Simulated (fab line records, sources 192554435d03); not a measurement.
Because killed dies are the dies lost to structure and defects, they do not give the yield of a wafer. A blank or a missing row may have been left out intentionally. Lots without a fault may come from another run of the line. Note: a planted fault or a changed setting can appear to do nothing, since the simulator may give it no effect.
fab line records	flow n5_finfet	part 2 of 2: steps 5 to 6 of 6
record: lots: 24	wafers: 72	last_day: 17
route steps=1938 shown GATE_CUT@506 MOL_CONTACT_COAG@532
lots untouched by any fault: they come from a run of this same line in which no faults occurred
start_h: hours from the record's first day to the start of the lot's first wafer shown	wait_h: hours elapsed since this lot's preceding step	" repeats the value in the row above	L1.1+2: several wafers, shown together as one row	- no value present, or no start provided	* or withheld: withheld	< > ~ a bound
route shown NAME@n: names a module that has steps shown in the file, with the first one's number in the route	usual: mean/standard deviation of fault-free wafers	same: alike in all rows	chamber/n: place in a boat	sites: per-site readings	_std_site: their standard deviation	_edge_site: inner sites' mean taken away from outer sites' mean	radius_mm: for every site, how far away it sits from the centre of the wafer	mask NAME#n: copy n	behind: the last tool/chamber to shape the wafer	hold: why the lot was held/for how many hours/how that ended	device: whichever transistor did not switch (one of n, p or np)	end of line: the route-end tests of the same wafers	a step with no rows: only its recipe	killed: the dies lost at the first sort to structure and to defects; this is not the yield of the wafer	map: per-die view of a wafer (x killed, . not killed, _ where there is no die)
set.NAME: the run value of the setting; set.NAME@STEP: its run value at that earlier step	model.NAME: the simulator's own value behind a step, which no gauge read
route steps across a sampled set of lots; one table per step, one row per wafer
services: the hour from which a tool's chamber was out of use, counted from the record's first day as start_h (under 0 if before that day), plus the number of hours and why
== steps ==
step: N5_MOL_CONTACT_COAG_DESCUM_88
recipe: chemistry: O2	time_s: 7	source_power_w: 50	bias_power_w: 20	pressure_mtorr: 20	rf_frequency_hz: 2.712e+07	temp_c: 40	resist: CAR-EUV	o2_flow_sccm: 225
usual: drypump_motor_current_A: 6.0/0.48	o2_flow_sccm: 225.0/0.92	oes_product_au: 0.78/0.074	rf_vpp_V: 243.1/1.3	showerhead_plenum_p_Torr: 2.10/0.068	temp_c: 40.02/0.11	throttle_valve_pct: 20.40/0.22
same: time_s: 7
lot.wafer	tool	chamber	start_h	wait_h	drypump_motor_current_A	o2_flow_sccm	oes_product_au	rf_hours_counter_h	rf_vpp_V	showerhead_plenum_p_Torr	temp_c	throttle_valve_pct
L074.3	rie_diel-05	2	94.52	0.0	6.6	225.6	0.80	111	243.0	2.11	40.01	20.35
L074.4	"	0	"	"	5.6	226.1	0.86	52	242.5	2.03	39.96	20.16
L074.5	"	1	"	"	6.3	225.7	0.70	-	245.0	2.16	40.16	20.48
L075.2	rie_diel-05	2	112.84	1.7	6.6	225.9	0.79	119	244.8	2.10	39.75	20.35
L075.3	"	0	"	"	5.6	225.8	0.85	60	243.3	2.03	40.00	20.16
L075.5	"	1	"	"	6.2	225.2	0.70	-	244.3	2.16	39.81	20.49
L076.2	rie_diel-05	3	113.57	2.1	5.5	223.5	0.81	100	244.9	2.21	40.01	20.53
L076.4	"	0	"	"	5.6	224.8	0.86	60	241.9	2.03	40.09	20.17
L076.6	"	1	"	"	6.3	226.1	0.70	-	244.3	2.16	40.21	20.49
L077.2	rie_diel-05	2	117.60	1.2	6.6	225.9	0.79	122	244.1	2.10	40.04	20.36
L077.4	"	3	"	"	5.6	225.2	0.80	101	244.8	2.21	40.00	20.52
L077.5	"	2	"	"	6.6	226.1	0.80	-	241.3	2.10	40.12	20.38
L078.3	rie_diel-04	2	122.94	0.0	5.8	225.4	0.70	228	243.0	2.15	39.97	20.19
L078.4	"	3	"	"	5.7	225.4	0.74	173	243.9	2.17	39.85	20.13
L078.5	"	0	"	"	6.6	224.7	0.72	-	241.2	1.99	40.00	20.21
L079.1	rie_diel-05	0	133.82	0.3	5.6	224.0	0.85	69	241.8	2.03	39.94	20.17
L079.2	"	2	"	"	6.6	225.8	0.79	127	243.4	2.10	40.02	20.37
L079.6	"	0	"	"	5.6	224.0	0.85	-	241.8	2.03	40.05	20.16
L080.1	rie_diel-01	3	140.61	0.1	5.1	224.4	0.72	212	242.2	1.99	40.06	20.46
L080.2	"	1	"	"	6.6	223.9	0.89	50	242.7	2.14	39.97	20.77
L080.5	"	1	"	"	6.6	224.4	0.87	-	242.9	2.14	39.93	20.78
L081.2	rie_diel-04	1	146.21	0.2	5.7	225.1	0.79	118	242.9	2.10	40.02	20.62
L081.3	"	3	"	"	5.7	224.6	0.73	181	243.6	2.17	40.16	20.15
L081.4	"	0	"	"	6.6	225.3	0.72	215	242.1	1.99	39.98	20.24
L082.1	rie_diel-05	3	148.14	0.5	5.6	224.3	0.79	114	244.6	2.20	39.90	20.55
L082.3	"	0	"	"	5.6	225.3	0.84	75	242.8	2.03	40.07	20.19
L082.6	"	1	"	"	6.3	225.6	0.69	-	244.0	2.15	39.95	20.52
L083.2	rie_diel-01	3	151.90	0.0	5.2	225.0	0.72	216	242.9	1.99	40.20	20.47
L083.3	"	2	"	"	6.6	226.1	0.71	194	242.8	2.09	40.05	20.47
L083.6	"	0	"	"	5.5	226.0	0.89	-	242.8	2.12	40.15	20.69
L084.2	rie_diel-04	0	158.71	0.0	6.6	225.1	0.71	220	241.3	1.98	40.13	20.25
L084.3	"	2	"	"	5.7	224.6	0.69	243	243.6	2.15	40.00	20.19
L084.6	"	2	"	"	5.7	224.8	0.68	-	243.1	2.15	40.08	20.20
L085.1	rie_diel-01	3	167.86	0.0	5.1	224.6	0.71	222	240.1	1.99	40.03	20.48
L085.4	"	2	"	"	6.6	225.0	0.70	201	243.3	2.08	39.98	20.47
L085.5	"	2	"	"	6.6	224.5	0.70	-	242.2	2.08	39.84	20.48
L086.4	rie_diel-01	2	171.56	0.0	6.6	224.5	0.70	202	243.9	2.08	40.01	20.48
L086.5	"	0	"	"	5.5	225.4	0.87	-	244.7	2.12	40.13	20.69
L086.6	"	3	"	"	5.1	224.6	0.71	-	241.5	1.99	40.18	20.49
L087.3	rie_diel-05	0	179.86	0.0	5.6	223.9	0.83	84	242.1	2.02	39.77	20.20
L087.4	"	3	"	"	5.5	224.9	0.78	-	243.7	2.20	39.95	20.55
L087.6	"	2	"	"	6.6	226.0	0.77	-	243.4	2.09	39.93	20.39
L088.1	rie_diel-04	0	188.25	0.7	6.6	224.5	0.70	233	239.6	1.98	39.69	20.27
L088.4	"	3	"	"	5.6	224.6	0.72	-	242.8	2.16	40.05	20.17
L088.6	"	0	"	"	6.6	225.9	0.70	-	242.6	1.98	39.89	20.27
L089.1	rie_diel-05	1	193.93	0.0	6.3	224.7	1.00	1	242.3	2.15	39.91	20.13
L089.2	"	2	"	"	6.6	225.7	0.76	154	242.6	2.09	39.98	20.41
L089.4	"	3	"	"	5.5	225.0	0.78	135	245.2	2.20	40.08	20.58
L090.2	rie_diel-04	3	198.49	0.0	5.7	224.3	0.72	201	243.5	2.16	40.17	20.17
L090.3	"	1	"	"	5.7	227.0	0.77	139	242.8	2.09	39.97	20.64
L090.5	"	3	"	"	5.7	223.9	0.72	-	244.0	2.16	40.03	20.18
L091.1	rie_diel-04	0	205.85	0.7	6.6	225.6	0.69	242	241.7	1.98	39.85	20.29
L091.3	"	3	"	"	5.7	225.1	0.71	204	245.1	2.16	39.90	20.16
L091.6	"	0	"	"	6.6	225.1	0.68	-	241.9	1.98	39.86	20.28
L092.3	rie_diel-04	0	208.42	0.1	6.6	225.0	0.69	243	241.1	1.98	40.02	20.29
L092.5	"	1	"	"	5.7	225.4	0.76	-	242.3	2.09	39.80	20.66
L092.6	"	0	"	"	6.6	224.5	0.69	-	240.9	1.98	39.80	20.27
L093.2	rie_diel-04	3	213.00	0.4	5.6	225.5	0.72	207	243.1	2.16	39.83	20.17
L093.4	"	0	"	"	6.6	224.2	0.69	-	241.5	1.98	39.99	20.27
L093.6	"	1	"	"	5.7	224.9	0.77	-	244.5	2.09	40.11	20.67
L094.1	rie_diel-05	3	217.68	0.0	5.6	225.3	0.77	145	244.9	2.19	40.17	20.59
L094.5	"	2	"	"	6.6	224.5	0.75	-	243.0	2.09	40.02	20.43
L094.6	"	1	"	"	6.3	225.0	0.96	-	243.3	2.15	40.06	20.14
L095.2	rie_diel-05	0	223.91	0.0	5.6	224.4	0.81	104	241.9	2.02	39.88	20.24
L095.4	"	2	"	"	6.6	225.3	0.75	168	242.6	2.09	40.02	20.42
L095.6	"	0	"	"	5.6	225.5	0.81	-	241.8	2.02	39.93	20.24
L096.1	rie_diel-01	2	232.82	0.0	6.6	225.0	0.69	215	242.9	2.08	40.06	20.49
L096.2	"	3	"	"	5.1	225.6	0.71	233	239.5	1.98	39.95	20.50
L096.6	"	2	"	"	6.6	225.3	0.69	-	244.3	2.08	39.98	20.49
L097.2	rie_diel-04	1	240.87	0.2	5.7	225.6	0.76	155	243.9	2.08	40.00	20.68
L097.3	"	3	"	"	5.7	224.4	0.70	218	243.3	2.16	40.21	20.22
L097.5	"	1	"	"	5.7	225.6	0.76	-	243.4	2.08	40.05	20.67
step: N5_MOL_CONTACT_COAG_ALD_131
recipe: material: SiO2	target_thk_a: 50	temp_c: 100	ald_precursor_family: BDEAS	ald_co_reactant: O2-plasma	pulse_time_s: 1	co_reactant_pulse_time_s: 1	purge_time_s: 2	co_reactant_purge_time_s: 2	ald_cycles: 35	pressure_torr: 2
usual: heater_power_outer_w: 41/4.5	heater_power_w: 78/7	precursor_pulse_height_rel: 1.001/0.019
lot.wafer	tool	chamber	start_h	wait_h	heater_power_outer_w	heater_power_w	precursor_pulse_height_rel
L074.3	ald_sin-01	1	94.66	0.1	42	73	1.005
L074.4	"	3	"	"	35	69	1.019
L074.5	"	0	"	"	38	76	0.986
L075.2	ald_sin-01	1	112.98	0.1	41	73	1.024
L075.3	"	0	"	"	37	75	1.016
L075.5	"	0	"	"	37	77	0.966
L076.2	ald_sin-01	0	113.70	0.1	38	77	0.982
L076.4	"	1	"	"	41	73	1.003
L076.6	"	2	"	"	40	80	1.021
L077.2	ald_sin-03	0	117.74	0.1	33	70	0.991
L077.4	"	3	"	"	50	93	0.974
L077.5	"	2	"	"	41	78	1.023
L078.3	ald_sin-03	3	123.08	0.1	48	92	0.978
L078.4	"	1	"	"	45	80	1.014
L078.5	"	2	"	"	42	78	1.003
L079.1	ald_sin-04	3	133.95	0.1	43	80	1.005
L079.2	"	0	"	"	39	74	1.019
L079.6	"	0	"	"	39	75	1.004
L080.1	ald_sin-04	0	140.75	0.1	38	74	1.003
L080.2	"	2	"	"	36	70	0.976
L080.5	"	2	"	"	36	69	0.976
L081.2	ald_sin-04	3	146.35	0.1	43	81	1.013
L081.3	"	2	"	"	36	71	0.965
L081.4	"	0	"	"	37	74	1.002
L082.1	ald_sin-03	0	148.28	0.1	34	73	0.993
L082.3	"	3	"	"	47	92	1.006
L082.6	"	3	"	"	47	94	0.979
L083.2	ald_sin-03	3	152.04	0.1	50	93	0.997
L083.3	"	0	"	"	34	72	0.969
L083.6	"	3	"	"	48	92	0.985
L084.2	ald_sin-01	3	158.84	0.1	36	67	0.997
L084.3	"	0	"	"	38	76	0.979
L084.6	"	0	"	"	39	74	0.953
L085.1	ald_sin-03	2	168.12	0.2	40	80	1.009
L085.4	"	3	"	"	48	91	1.010
L085.5	"	1	"	"	45	81	0.989
L086.4	ald_sin-03	3	171.75	0.1	47	95	1.022
L086.5	"	2	"	"	41	81	1.005
L086.6	"	3	"	"	46	91	1.008
L087.3	ald_sin-03	3	180.28	0.3	47	93	0.979
L087.4	"	0	"	"	34	73	1.004
L087.6	"	0	"	"	33	70	1.034
L088.1	ald_sin-03	2	189.25	0.9	42	78	0.996
L088.4	"	1	"	"	47	81	1.025
L088.6	"	1	"	"	46	80	0.990
L089.1	ald_sin-03	1	194.26	0.3	45	82	1.005
L089.2	"	0	"	"	33	70	0.982
L089.4	"	3	"	"	48	93	0.993
L090.2	ald_sin-03	0	199.14	0.6	34	72	0.994
L090.3	"	1	"	"	46	81	1.005
L090.5	"	1	"	"	47	77	1.047
L091.1	ald_sin-01	0	206.45	0.5	38	79	1.008
L091.3	"	3	"	"	36	67	1.019
L091.6	"	0	"	"	38	77	1.029
L092.3	ald_sin-01	1	208.55	0.1	42	74	0.986
L092.5	"	1	"	"	42	72	1.007
L092.6	"	0	"	"	39	78	1.008
L093.2	ald_sin-01	0	213.13	0.1	38	76	1.006
L093.4	"	3	"	"	35	68	0.994
L093.6	"	3	"	"	36	68	0.987
L094.1	ald_sin-01	0	217.82	0.1	39	79	1.004
L094.5	"	2	"	"	39	79	1.040
L094.6	"	1	"	"	40	73	1.009
L095.2	ald_sin-03	2	224.04	0.1	42	79	1.023
L095.4	"	0	"	"	34	71	1.023
L095.6	"	0	"	"	34	71	0.968
L096.1	ald_sin-01	3	233.17	0.3	36	69	1.010
L096.2	"	1	"	"	42	74	0.980
L096.6	"	0	"	"	38	79	0.997
L097.2	ald_sin-03	2	241.01	0.1	41	81	0.987
L097.3	"	0	"	"	34	71	1.021
L097.5	"	2	"	"	42	81	0.992
== services ==
tool	chamber	start_h	hours	kind
rie_metal-01	-	65.02	0.5	repair
rie_metal-01	-	79.58	2.9	repair
ald_sin-04	-	79.87	0.6	repair
ald_sin-04	-	85.56	14.0	pm
rie_diel-01	-	88.48	28.1	pm
rie_diel-04	-	101.30	0.5	repair
ald_sin-03	-	112.71	2.8	pm
rie_diel-05	2	119.71	1.5	repair
rie_metal-01	0	134.08	6.0	repair
ald_sin-01	1	145.72	3.2	repair
rie_diel-04	1	160.26	9.4	repair
rie_metal-03	-	166.18	2.2	repair
rie_diel-05	1	168.24	-	clean
rie_diel-05	1	168.24	-	consumable_replace:esc
rie_diel-05	1	168.24	-	consumable_replace:focus_ring
ald_sin-04	1	169.02	2.7	repair
ald_sin-04	-	180.72	14.6	pm
rie_diel-01	-	182.64	29.3	repair
ald_sin-04	2	203.92	12.4	repair
rie_diel-04	2	210.03	5.3	repair
rie_diel-04	1	217.31	5.0	repair
rie_diel-01	3	221.31	4.5	repair
ald_sin-04	-	234.32	3.0	repair
rie_diel-01	2	240.16	6.1	repair
